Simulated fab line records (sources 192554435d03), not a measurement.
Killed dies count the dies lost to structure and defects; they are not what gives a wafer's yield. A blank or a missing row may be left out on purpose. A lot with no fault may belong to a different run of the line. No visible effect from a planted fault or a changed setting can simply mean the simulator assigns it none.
2 desks, one fault | flow n5-finfet | every desk sees just its own numbers, and what lay behind them comes last

FROM THE METROLOGY DESK
Lot by lot, what the gauges showed, no matter which tool ran the lot: averages of those sampled wafers that carry a number. The brackets show how far a lot's mean lies from the usual mean; more than 4 standard deviations puts the lot out of limits, marked OUT. 7 of its 11 readings are shown, namely those furthest out on some lot.
Columns: A = M2_OVL at N5_BEOL_M2_OVL_MEAS_12, usual -0.5 nm; B = DIBL_N at N5_BEOL_M4_RC_MEAS_101, usual 36.3 mV/V; C = ION_N at N5_BEOL_M4_RC_MEAS_101, usual 672 uA/um; D = ION_P at N5_BEOL_M4_RC_MEAS_101, usual 462 uA/um; E = SS_N at N5_BEOL_M4_RC_MEAS_101, usual 71.5 mV/dec; F = VT_N at N5_BEOL_M4_RC_MEAS_101, usual 249.9 mV; G = VT_P at N5_BEOL_M4_RC_MEAS_101, usual -249.8 mV
lot  | first seen here | A    | B    | C   | D   | E    | F     | G
L320 | day 6 20:14     | -1.0 | 37.4 | 671 | 458 | 71.9 | 251.4 | -251.1
L326 | day 8 16:42     | -0.6 | 37.6 | 674 | 455 | 71.3 | 248.8 | -253.1
L330 | day 9 07:29     | 0.1  | 37.5 | 675 | 465 | 71.2 | 249.3 | -249.5
L332 | day 9 12:53     | -0.7 | 35.6 | 666 | 456 | 70.8 | 249.0 | -250.9
L333 | day 9 21:16     | -1.0 | 36.3 | 659 | 458 | 72.0 | 253.6 | -248.9
L334 | day 10 00:20    | -1.6 | 35.7 | 670 | 466 | 71.4 | 249.2 | -245.3
L336 | day 10 11:10    | -0.7 | 35.3 | 664 | 459 | 71.9 | 252.7 | -251.1
L342 | day 12 10:55    | -0.7 | 36.0 | 674 | 460 | 71.8 | 249.1 | -249.5
L343 | day 13 13:23    | -1.1 | 37.7 | 674 | 464 | 72.3 | 248.5 | -247.5
This desk's finding: nothing out of limits on any of the 9 lots.

FOR THE TOOL OWNER'S DESK: rie-diel-05
The tool's own readings at N5_BEOL_M2_ETCH_74 (etches underlayer in N2/H2, target depth 6.5 nm, time 5.2 s): means of the sampled wafers that have a number, for each lot that ran on this tool. The brackets show how far a lot's mean lies from the usual mean; more than 4 standard deviations puts the lot out of limits, marked OUT.
Columns: A = drypump-motor-current-A at N5_BEOL_M2_ETCH_74, usual 5.8 A; B = etch-rf-on-time-s at N5_BEOL_M2_ETCH_74, usual 5.21 s; C = oes-product-au at N5_BEOL_M2_ETCH_74, usual 0.67 a.u.; D = rf-vpp-V at N5_BEOL_M2_ETCH_74, usual 525.0 V; E = showerhead-plenum-p-Torr at N5_BEOL_M2_ETCH_74, usual 2.59 Torr; F = throttle-valve-pct at N5_BEOL_M2_ETCH_74, usual 17.95 %
lot  | first seen here | A   | B               | C    | D     | E    | F
L330 | day 9 07:42     | 6.1 | 5.21            | 0.72 | 526.3 | 2.65 | 17.88
L332 | day 9 13:00     | 6.1 | 5.18            | 0.73 | 526.4 | 2.65 | 17.88
L333 | day 9 21:29     | 6.2 | 4.66 (-7.3) OUT | 0.71 | 525.4 | 2.61 | 18.05
L334 | day 10 00:42    | 5.7 | 4.64 (-7.5) OUT | 0.70 | 527.4 | 2.65 | 18.05
L336 | day 10 11:17    | 6.1 | 4.75 (-6.0) OUT | 0.74 | 526.1 | 2.65 | 17.90
Finding of this desk: L333, L334, L336 out of limits; the first was L333 at day 9 21:29, on etch-rf-on-time-s at N5_BEOL_M2_ETCH_74. In limits: L330, L332.

PUT TOGETHER
On L333, L334, L336, at day 9 21:29, an alarm was possible from the tool owner's desk.
From the metrology desk's view, nothing was out of limits.
The metrology desk holds a record of L333, L334, L336, inside its limits.
Every lot named ran N5_BEOL_M2_ETCH_74 on rie-diel-05.

WHAT THE SIMULATOR HAD INSERTED
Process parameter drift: rie-diel-05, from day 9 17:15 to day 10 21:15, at N5_BEOL_M2_ETCH_74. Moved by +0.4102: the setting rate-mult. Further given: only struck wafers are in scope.
Lots struck among those shown: L333, L334, L336.
Hours from the fault's start to each desk's first reading out of limits: the tool owner's desk, 4.
